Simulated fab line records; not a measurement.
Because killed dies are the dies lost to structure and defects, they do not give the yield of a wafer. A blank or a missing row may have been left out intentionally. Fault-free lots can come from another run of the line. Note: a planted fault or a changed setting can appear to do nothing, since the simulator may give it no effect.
Which tool did it? -- flow nand_harc -- Sampling: 12 lots, 36 wafers, 5 of 1302 route steps

WHAT THE GAUGES SHOWED, per wafer
NHARC_END_SORT_01.
lot,measured,on,killed_at_array,killed_at_other,killed_at_periphery,killed_dies,killed_open,killed_short
L849,day 30 19:50,prober-02,110 140 138,0 0 1,8 10 11,118 150 150,4 3 6,2 1 0
L848,day 31 02:01,prober-02,121 98 112,3 3 5,1 4 0,125 105 117,2 1 3,2 2 2

WHICH TOOL RAN EACH LOT (tool, then ch and the chambers of the sampled wafers, then the start)
lot,NHARC_A_CONTACT_ETCH_30,NHARC_THIN_TSV_CMP_01,NHARC_THIN_TSV_STRIP_62,NHARC_THIN_TSV_DESCUM_35
L833,"rie_diel-10 ch 0,1,2, day 22 16:07","cmp-02 ch 0,1,3, day 24 01:24","plasma_asher-01 ch 0,1, day 24 05:21","rie_diel-08 ch 0,1,3, day 24 08:41"
L835,"rie_diel-10 ch 0,3, day 23 10:45","cmp-03 ch 0,1,3, day 24 20:01","plasma_asher-02 ch 0,1, day 24 23:47","rie_diel-13 ch 0,1, day 25 03:10"
L834,"rie_diel-10 ch 0,2, day 23 12:11","cmp-02 ch 0,2, day 24 18:48","plasma_asher-01 ch 0,1, day 24 22:47","rie_diel-13 ch 0,3, day 25 02:05"
L836,"rie_diel-10 ch 0,1,2, day 23 12:55","cmp-03 ch 1,2, day 24 21:13","plasma_asher-01 ch 0,1, day 25 01:05","rie_diel-09 ch 1,3, day 25 04:32"
L838,"rie_diel-10 ch 0,2, day 24 01:43","cmp-03 ch 0,1,2, day 25 11:40","plasma_asher-02 ch 0,1, day 25 15:41","rie_diel-09 ch 1,2,3, day 25 19:09"
L840,"rie_diel-10 ch 1,2, day 25 11:40","cmp-03 ch 0,2,3, day 26 18:26","plasma_asher-01 ch 1, day 26 22:20","rie_diel-08 ch 1,2,3, day 27 01:48"
L844,"rie_diel-10 ch 0,1,2, day 26 09:33","cmp-02 ch 1,2, day 27 19:20","plasma_asher-02 ch 0,1, day 27 23:24","rie_diel-08 ch 2,3, day 28 02:53"
L843,"rie_diel-10 ch 1,2, day 26 12:04","cmp-03 ch 0,1, day 27 20:32","plasma_asher-01 ch 0,1, day 28 00:27","rie_diel-09 ch 0,1,2, day 28 03:56"
L842,"rie_diel-10 ch 0,1, day 26 23:28","cmp-02 ch 0,1, day 28 08:47","plasma_asher-02 ch 0,1, day 28 12:37","rie_diel-13 ch 0,1,3, day 28 15:56"
L849,"rie_diel-10 ch 0,1, day 28 15:47","cmp-03 ch 1,3, day 30 02:55","plasma_asher-02 ch 0,1, day 30 06:44","rie_diel-08 ch 1,3, day 30 10:14"
L848,"rie_diel-10 ch 0,2, day 28 21:49","cmp-03 ch 0,1, day 30 06:58","plasma_asher-01 ch 0,1, day 30 10:54","rie_diel-13 ch 0,2,3, day 30 14:14"
L855,"rie_diel-10 ch 0,3, day 31 15:50","cmp-02 ch 0,1,2, day 33 05:05","plasma_asher-02 ch 0,1, day 33 08:49","rie_diel-13 ch 0,1,3, day 33 12:39"
- NHARC_A_CONTACT_ETCH_30: etches the open film in CF4/CHF3, target depth 72.6 nm, time 36.3 s.
- NHARC_THIN_TSV_CMP_01: polishes.
- NHARC_THIN_TSV_STRIP_62: strips in N2/H2, time 20 s.
- NHARC_THIN_TSV_DESCUM_35: chemistry O2, time 3 s.

WHAT THE TOOLS THEMSELVES READ (means of the sampled wafers that have a number; where no wafer has one, the mark that the record gives instead)
NHARC_A_CONTACT_ETCH_30.
lot,tool,drypump_motor_current_A (A),oes_product_au (a.u.),rf_vpp_V (V),showerhead_plenum_p_Torr (Torr),throttle_valve_pct (%)
L833,rie_diel-10,5.71,0.958,368.7,1.53,16.809
L835,rie_diel-10,5.66,0.944,368.3,1.49,16.799
L834,rie_diel-10,5.71,0.938,367.5,1.48,16.800
L836,rie_diel-10,5.68,0.949,368.8,1.52,16.797
L838,rie_diel-10,5.70,0.938,367.5,1.48,16.816
L840,rie_diel-10,5.70,0.983,371.0,1.57,16.807
L844,rie_diel-10,5.70,0.966,368.8,1.52,16.798
L843,rie_diel-10,5.77,0.959,369.2,1.51,16.811
L842,rie_diel-10,5.62,0.962,371.1,1.58,16.799
L849,rie_diel-10,5.60,0.917,369.0,1.53,16.806
L848,rie_diel-10,5.79,0.916,367.2,1.47,16.797
L855,rie_diel-10,5.76,0.923,367.4,1.49,16.809

NHARC_THIN_TSV_CMP_01.
lot,tool,motor_current_A (A)
L833,cmp-02,11.9
L835,cmp-03,11.6
L834,cmp-02,13.2
L836,cmp-03,13.8
L838,cmp-03,12.3
L840,cmp-03,12.6
L844,cmp-02,13.0
L843,cmp-03,11.3
L842,cmp-02,12.5
L849,cmp-03,11.7
L848,cmp-03,11.4
L855,cmp-02,13.3

NHARC_THIN_TSV_STRIP_62.
lot,tool,drypump_motor_current_A (A),heater_power_w (W)
L833,plasma_asher-01,5.2,347
L835,plasma_asher-02,6.0,349
L834,plasma_asher-01,5.3,348
L836,plasma_asher-01,5.2,352
L838,plasma_asher-02,6.0,342
L840,plasma_asher-01,5.5,334
L844,plasma_asher-02,6.0,353
L843,plasma_asher-01,5.2,350
L842,plasma_asher-02,5.9,351
L849,plasma_asher-02,5.9,351
L848,plasma_asher-01,5.3,346
L855,plasma_asher-02,6.0,350

NHARC_THIN_TSV_DESCUM_35.
lot,tool,drypump_motor_current_A (A),oes_product_au (a.u.),rf_vpp_V (V),showerhead_plenum_p_Torr (Torr),throttle_valve_pct (%)
L833,rie_diel-08,5.1,0.991,57.8,1.89,11.305
L835,rie_diel-13,5.5,0.999,57.4,1.84,11.300
L834,rie_diel-13,5.5,0.991,57.4,1.85,11.305
L836,rie_diel-09,5.6,0.998,58.0,1.95,11.311
L838,rie_diel-09,5.2,0.991,57.8,1.91,11.314
L840,rie_diel-08,5.0,0.989,57.2,1.93,11.312
L844,rie_diel-08,4.9,0.992,57.7,1.89,11.314
L843,rie_diel-09,5.5,0.998,57.9,1.92,11.305
L842,rie_diel-13,5.3,0.995,58.0,1.86,11.313
L849,rie_diel-08,5.1,0.995,57.7,1.88,11.318
L848,rie_diel-13,5.6,0.997,57.0,1.84,11.315
L855,rie_diel-13,5.3,1.008,57.1,1.86,11.312

THE ANSWER, worked out from the rows above alone
Rule: what is usual is taken from the lots themselves. Put in order of their means at a reading, lots are off if they are a third of the lots or fewer, leave a main group of 4 or more, and stand apart from it by a gap of 3 or more times the standard deviation of the main group's means; of several such gaps the widest counts. If all means in a main group match to the digits the tables above print for the reading, that group is not used. A lot without any number at a reading at which 4 lots or more have one is off too. The other lots that the step has rows for count as sound. After the gauges, taken in route order, come the tools' own readings; for these a lot's mean is taken, as printed above. At the first step where some lot is off, the reading lying furthest off is the one used; lots without a number count as furthest.
Nothing can be told from this: no lot is off at any reading shown.

WHAT HAD BEEN PUT IN BY THE SIMULATOR
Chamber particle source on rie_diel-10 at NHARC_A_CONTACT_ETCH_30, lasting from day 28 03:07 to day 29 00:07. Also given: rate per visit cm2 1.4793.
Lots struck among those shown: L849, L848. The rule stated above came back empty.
